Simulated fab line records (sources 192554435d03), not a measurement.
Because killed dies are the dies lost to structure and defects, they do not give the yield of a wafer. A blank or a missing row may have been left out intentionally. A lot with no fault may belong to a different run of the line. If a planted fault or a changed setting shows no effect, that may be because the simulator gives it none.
The same fault as seen by 2 desks || flow n5_finfet || each desk holds nothing but its own numbers, with what lay behind them at the end

## AT THE METROLOGY DESK
What the gauges read for every lot (on any tool): the sampled wafers with a number, averaged. Any lot whose mean is over 4 standard deviations away from the usual mean is out of limits and marked OUT; that distance is given in the brackets. Only the readings that lie furthest out on some lot appear, 7 of the 10 it has.
Columns: A = DIBL_N at N5_BEOL_M4_RC_MEAS_101, usual 36.6 mV/V; B = IOFF_N at N5_BEOL_M4_RC_MEAS_101, usual 0.17 nA/um; C = IOFF_P at N5_BEOL_M4_RC_MEAS_101, usual 0.22 nA/um; D = ION_P at N5_BEOL_M4_RC_MEAS_101, usual 461 uA/um; E = SS_P at N5_BEOL_M4_RC_MEAS_101, usual 73.4 mV/dec; F = VT_N at N5_BEOL_M4_RC_MEAS_101, usual 249 mV; G = VT_P at N5_BEOL_M4_RC_MEAS_101, usual -250 mV
{"lot": "L843", "first seen here": "day 9 03:05", "A": 37.4, "B": 0.16, "C": 0.22, "D": 456, "E": 73.5, "F": 251, "G": -250}
{"lot": "L841", "first seen here": "day 9 03:14", "A": 37.5, "B": 0.18, "C": 0.23, "D": 466, "E": 74.3, "F": 248, "G": -250}
{"lot": "L850", "first seen here": "day 11 02:47", "A": 37.8, "B": 0.20, "C": 0.21, "D": 464, "E": 73.7, "F": 249, "G": -253}
{"lot": "L853", "first seen here": "day 11 13:29", "A": 36.3, "B": 0.16, "C": 0.20, "D": 451, "E": 73.0, "F": 251, "G": -252}
{"lot": "L854", "first seen here": "day 12 05:40", "A": 34.3, "B": 0.13, "C": 0.17, "D": 456, "E": 72.8, "F": 252, "G": -253}
{"lot": "L861", "first seen here": "day 15 04:29", "A": 36.7, "B": 0.14, "C": 0.17, "D": 454, "E": 73.1, "F": 253, "G": -255}
Finding of this desk: none of the 6 lots has anything out of limits.

## DESK OF THE TOOL OWNER: rie_diel-06
The tool's own readings at N5_BEOL_M4_ETCH_41 (etches SiCN in CH3F/O2, target depth 29.9 nm, time 52.5 s): means of the sampled wafers that have a number, for each lot that ran on this tool. Any lot whose mean is over 4 standard deviations away from the usual mean is out of limits and marked OUT; that distance is given in the brackets.
Columns: A = drypump_motor_current_A at N5_BEOL_M4_ETCH_41, usual 5.9 A; B = oes_product_au at N5_BEOL_M4_ETCH_41, usual 0.77 a.u.; C = rf_vpp_V at N5_BEOL_M4_ETCH_41, usual 297.4 V; D = showerhead_plenum_p_Torr at N5_BEOL_M4_ETCH_41, usual 2.00 Torr; E = throttle_valve_pct at N5_BEOL_M4_ETCH_41, usual 16.38 %
{"lot": "L843", "first seen here": "day 8 22:44", "A": 5.4, "B": 0.76, "C": 297.6, "D": 2.01, "E": 16.30}
{"lot": "L850", "first seen here": "day 10 22:40", "A": 5.3, "B": 0.99, "C": 297.7, "D": 2.02, "E": 16.37}
{"lot": "L853", "first seen here": "day 11 09:13", "A": 5.8, "B": "1.07 (+4.2) OUT", "C": 298.1, "D": 2.06, "E": 16.35}
This desk's finding: out of limits on L853; first on L853, day 11 09:13 (oes_product_au at N5_BEOL_M4_ETCH_41). L843, L850 stayed within limits.

## PUT TOGETHER
An alarm could have come from the tool owner's desk at day 11 09:13, on L853.
Nothing out of limits was seen by the metrology desk.
The metrology desk holds a record of L853, inside its limits.
N5_BEOL_M4_ETCH_41 was run on rie_diel-06 by each of the lots named.

## WHAT THE SIMULATOR PUT IN
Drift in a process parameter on rie_diel-06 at N5_BEOL_M4_ETCH_41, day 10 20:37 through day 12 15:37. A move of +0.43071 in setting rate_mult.
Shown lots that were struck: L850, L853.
Each desk's first reading out of limits, in hours after the fault started: the tool owner's desk, 13.
